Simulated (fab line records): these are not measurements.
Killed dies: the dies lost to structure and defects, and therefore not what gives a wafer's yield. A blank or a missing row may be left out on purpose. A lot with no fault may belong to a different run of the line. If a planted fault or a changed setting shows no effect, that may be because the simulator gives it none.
Chamber matching ; flow n5-finfet ; rie-diel-06 running N5_GATE_CUT_STRIP_42: 4 sister chambers
The step strips in O2. 7 wafers are shown with their chamber, then 7 later ones without.

## WAFERS PAIRED WITH THEIR CHAMBERS
wafer;chamber;drypump-motor-current-A (A);showerhead-plenum-p-Torr (Torr)
L082.6;1;5.43;2.14
L084.5;1;5.43;2.14
L090.2;0;5.08;2.19
L090.3;3;5.32;2.09
L090.4;0;5.08;2.20
L091.1;2;5.88;2.09
L091.2;3;5.30;2.09

## WAFERS WITHOUT THEIR CHAMBER
wafer;drypump-motor-current-A (A);showerhead-plenum-p-Torr (Torr)
L091.4;5.31;2.09
L092.1;5.92;2.09
L092.2;5.04;2.19
L092.3;5.33;2.09
L094.1;5.43;2.14
L094.4;5.89;2.09
L094.5;5.45;2.14

## THE CHAMBER EACH PASSED THROUGH
wafer;from the rows above;in truth
L091.4;3;3
L092.1;2;2
L092.2;0;0
L092.3;3;3
L094.1;1;1
L094.4;2;2
L094.5;1;1
Correctly placed: 7 of 7. From these rows, 0 cannot be placed. Placed wrongly: 0.
How it was worked out, from the rows above alone: a wafer's distance from a chamber is the root of the sum, over the readings, of the square of ((its reading less the chamber's mean) divided by the reading's scatter). The wafer belongs to the nearest chamber; if the next one is less than 2 further off, it can't be placed. Each chamber's mean is taken over the wafers shown for it. How the scatter is found: for the shown wafers, subtract from each reading the mean of its chamber, square and add these, divide the total by (wafers less chambers), then take the root.
